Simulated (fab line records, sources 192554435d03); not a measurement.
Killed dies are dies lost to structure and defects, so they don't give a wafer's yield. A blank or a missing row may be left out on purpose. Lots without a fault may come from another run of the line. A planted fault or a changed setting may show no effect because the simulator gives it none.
Which tool did it? | flow n5_finfet | 11 lots, 33 wafers sampled, at 5 steps of a route of 1938

WHAT THE GAUGES READ, wafer by wafer
N5_BEOL_M4_RC_MEAS_101.
lot  | measured     | on        | CJ_P           | DIBL_N (mV/V)  | DIBL_P (mV/V)  | IOFF_N (nA/um) | IOFF_P (nA/um) | ION_N (uA/um) | ION_P (uA/um) | RS_NWELL (ohm/sq) | SS_N (mV/dec)  | SS_P (mV/dec)  | VT_N (mV)   | VT_P (mV)
L250 | day 8 20:34  | prober-02 | 5.49 5.84 5.74 | 38.5 38.2 37.8 | 39.0 39.0 37.4 | 0.19 0.21 0.19 | 0.25 0.24 0.22 | 671 675 667   | 461 460 457   | 1038 1027 1032    | 71.5 71.9 72.0 | 73.3 74.6 73.4 | 250 245 250 | -250 -250 -249
L251 | day 9 03:59  | prober-02 | 5.66 6.02 5.45 | 36.8 36.4 38.0 | 37.0 36.0 38.4 | 0.15 0.14 0.18 | 0.20 0.18 0.21 | 660 666 667   | 460 460 457   | 1034 1034 1041    | 72.2 71.8 72.5 | 73.1 73.5 73.6 | 252 253 251 | -253 -255 -253
L253 | day 9 22:57  | prober-02 | 6.11 5.91 5.84 | 34.1 36.1 33.6 | 34.9 36.7 34.7 | 0.11 0.13 0.11 | 0.15 0.18 0.15 | 642 654 647   | 447 443 446   | 1053 1049 1042    | 71.1 71.3 70.5 | 73.3 72.7 72.5 | 257 257 256 | -253 -252 -255
L255 | day 10 17:13 | prober-01 | 5.80 6.03 6.12 | 35.5 36.9 39.9 | 35.9 37.3 40.9 | 0.15 0.17 0.24 | 0.21 0.22 0.27 | 669 669 687   | 461 460 463   | 1031 1036 1037    | 71.5 72.1 73.2 | 72.5 73.8 74.7 | 248 250 244 | -252 -252 -250
L257 | day 10 17:46 | prober-02 | 5.84 6.01 5.89 | 41.1 38.2 37.5 | 41.2 38.3 37.9 | 0.24 0.18 0.17 | 0.27 0.20 0.21 | 692 672 670   | 467 456 451   | 1034 1031 1036    | 72.5 72.0 71.7 | 73.7 73.1 73.3 | 244 248 247 | -251 -255 -251
L259 | day 10 23:26 | prober-01 | 5.57 5.90 5.82 | 36.1 34.9 35.9 | 37.0 35.6 35.9 | 0.14 0.12 0.13 | 0.20 0.18 0.19 | 658 649 659   | 454 449 455   | 1040 1041 1044    | 70.6 71.2 71.2 | 73.7 73.3 73.3 | 254 256 251 | -250 -251 -254
L260 | day 10 21:02 | prober-02 | 5.63 6.12 5.73 | 37.4 36.3 37.2 | 38.1 37.3 36.4 | 0.18 0.16 0.16 | 0.23 0.23 0.21 | 675 687 689   | 459 471 470   | 1051 1045 1039    | 71.5 71.8 71.9 | 74.1 73.4 73.1 | 248 249 248 | -251 -250 -250
L263 | day 12 16:13 | prober-01 | 5.81 5.78 5.66 | 36.7 35.1 37.1 | 38.6 35.9 38.7 | 0.16 0.14 0.19 | 0.23 0.18 0.23 | 667 662 691   | 458 453 466   | 1041 1037 1032    | 71.5 72.0 71.7 | 74.3 74.2 74.5 | 250 252 245 | -251 -257 -253
L264 | day 12 05:52 | prober-02 | 5.65 5.71 5.81 | 38.3 36.7 38.1 | 41.0 38.9 40.2 | 0.20 0.19 0.22 | 0.29 0.27 0.29 | 686 693 693   | 484 477 479   | 1051 1053 1042    | 72.5 71.0 71.9 | 74.2 73.6 73.2 | 246 246 241 | -244 -244 -246
L267 | day 12 23:07 | prober-02 | 3.92 4.01 3.86 | 38.5 36.2 35.7 | 36.1 33.2 34.6 | 0.19 0.14 0.16 | 0.24 0.18 0.22 | 677 662 686   | 465 456 473   | 1012 1014 1018    | 73.4 71.1 71.4 | 73.8 72.7 73.1 | 249 253 250 | -246 -250 -248
L268 | day 13 12:44 | prober-02 | 4.01 3.99 3.75 | 39.0 38.3 39.3 | 39.1 38.4 39.2 | 0.20 0.18 0.21 | 0.25 0.23 0.25 | 679 678 677   | 462 472 459   | 1015 1016 1020    | 72.0 72.0 72.1 | 73.2 73.2 73.6 | 248 247 248 | -251 -250 -249

WHICH TOOL RAN EACH LOT (tool, then ch and the chambers of the sampled wafers, then the start)
lot  | N5_WELL_APT_IMPLANT_15         | N5_BEOL_M4_PRE_CLEAN_45      | N5_BEOL_M4_ANNEAL_89         | N5_BEOL_M4_ANNEAL_91
L250 | implanter-01 ch 0, day 1 20:02 | pvd_sputter-03, day 8 16:39  | pvd_sputter-01, day 8 18:25  | pvd_sputter-01, day 8 18:38
L251 | implanter-02 ch 0, day 2 02:11 | pvd_sputter-01, day 9 00:10  | pvd_sputter-01, day 9 02:04  | pvd_sputter-01, day 9 02:17
L253 | implanter-02 ch 0, day 2 14:15 | pvd_sputter-02, day 9 19:08  | pvd_sputter-01, day 9 20:41  | pvd_sputter-01, day 9 20:55
L255 | implanter-02 ch 0, day 3 02:40 | pvd_sputter-03, day 10 12:26 | pvd_sputter-03, day 10 14:58 | pvd_sputter-03, day 10 15:11
L257 | implanter-02 ch 0, day 3 14:35 | pvd_sputter-02, day 10 13:04 | pvd_sputter-02, day 10 15:06 | pvd_sputter-02, day 10 15:19
L259 | implanter-02 ch 0, day 4 02:12 | pvd_sputter-01, day 10 20:01 | pvd_sputter-03, day 10 21:30 | pvd_sputter-03, day 10 21:43
L260 | implanter-01 ch 0, day 4 08:03 | pvd_sputter-02, day 10 17:16 | pvd_sputter-03, day 10 19:07 | pvd_sputter-03, day 10 19:20
L263 | implanter-02 ch 0, day 5 02:29 | pvd_sputter-02, day 12 12:37 | pvd_sputter-03, day 12 14:16 | pvd_sputter-03, day 12 14:29
L264 | implanter-02 ch 0, day 5 08:11 | pvd_sputter-03, day 11 23:56 | pvd_sputter-03, day 12 02:55 | pvd_sputter-03, day 12 03:08
L267 | implanter-02 ch 0, day 6 02:05 | pvd_sputter-01, day 12 18:58 | pvd_sputter-01, day 12 21:04 | pvd_sputter-01, day 12 21:17
L268 | implanter-02 ch 0, day 6 08:03 | pvd_sputter-02, day 13 08:53 | pvd_sputter-02, day 13 10:44 | pvd_sputter-02, day 13 10:58
- N5_WELL_APT_IMPLANT_15
- N5_BEOL_M4_PRE_CLEAN_45: time 30 s.
- N5_BEOL_M4_ANNEAL_89: time 240 s.
- N5_BEOL_M4_ANNEAL_91: time 240 s.

WHAT THE TOOLS THEMSELVES READ (means of the sampled wafers that have a number; where no wafer has one, the mark that the record gives instead)
N5_WELL_APT_IMPLANT_15.
lot  | tool         | end_station_pressure_torr (Torr)
L250 | implanter-01 | 5.23e-06
L251 | implanter-02 | 5.03e-06
L253 | implanter-02 | 5.50e-06
L255 | implanter-02 | 5.38e-06
L257 | implanter-02 | 5.17e-06
L259 | implanter-02 | 5.28e-06
L260 | implanter-01 | 5.37e-06
L263 | implanter-02 | 5.18e-06
L264 | implanter-02 | 5.08e-06
L267 | implanter-02 | 4.99e-06
L268 | implanter-02 | 5.06e-06

N5_BEOL_M4_PRE_CLEAN_45.
lot  | tool           | heater_power_w (W)
L250 | pvd_sputter-03 | 341
L251 | pvd_sputter-01 | 359
L253 | pvd_sputter-02 | 340
L255 | pvd_sputter-03 | 343
L257 | pvd_sputter-02 | 354
L259 | pvd_sputter-01 | 356
L260 | pvd_sputter-02 | 334
L263 | pvd_sputter-02 | 366
L264 | pvd_sputter-03 | 339
L267 | pvd_sputter-01 | 361
L268 | pvd_sputter-02 | 373

N5_BEOL_M4_ANNEAL_89.
lot  | tool           | heater_power_w (W)
L250 | pvd_sputter-01 | 918
L251 | pvd_sputter-01 | 884
L253 | pvd_sputter-01 | 918
L255 | pvd_sputter-03 | 851
L257 | pvd_sputter-02 | 862
L259 | pvd_sputter-03 | 802
L260 | pvd_sputter-03 | 804
L263 | pvd_sputter-03 | 844
L264 | pvd_sputter-03 | 797
L267 | pvd_sputter-01 | 861
L268 | pvd_sputter-02 | 862

N5_BEOL_M4_ANNEAL_91.
lot  | tool           | heater_power_w (W)
L250 | pvd_sputter-01 | 913
L251 | pvd_sputter-01 | 889
L253 | pvd_sputter-01 | 918
L255 | pvd_sputter-03 | 843
L257 | pvd_sputter-02 | 867
L259 | pvd_sputter-03 | 792
L260 | pvd_sputter-03 | 801
L263 | pvd_sputter-03 | 838
L264 | pvd_sputter-03 | 790
L267 | pvd_sputter-01 | 855
L268 | pvd_sputter-02 | 866

THE ANSWER, worked out from the rows above alone
Rule: what is usual is taken from the lots themselves. Put in order of their means at a reading, lots are off if they are a third of the lots or fewer, leave a main group of 4 or more, and stand apart from it by a gap of 3 or more times the standard deviation of the main group's means; of several such gaps the widest counts. A main group whose means are all the same, to the digits that the tables above print for the reading, isn't used. A lot without any number at a reading at which 4 lots or more have one is off too. The other lots that the step has rows for count as sound. The gauges are gone through in route order, then the tools' own readings, and for those a lot's mean is taken as printed above. The first step at which some lot is off is used, and at that step the reading that is off furthest; a lot without a number counts as furthest.
Off: L267, L268, at N5_BEOL_M4_RC_MEAS_101 (CJ_P). The main group: mean 5.81, standard deviation 0.1.
A tool fits if, at a process step before that reading, it ran every lot that is off, and no sound lot after the first of them. The gauges at N5_BEOL_M4_RC_MEAS_101 are tried like those tools. Can't be told from this: 2 tools fit, implanter-02 at N5_WELL_APT_IMPLANT_15, prober-02 at N5_BEOL_M4_RC_MEAS_101.

WHAT THE SIMULATOR HAD PUT IN
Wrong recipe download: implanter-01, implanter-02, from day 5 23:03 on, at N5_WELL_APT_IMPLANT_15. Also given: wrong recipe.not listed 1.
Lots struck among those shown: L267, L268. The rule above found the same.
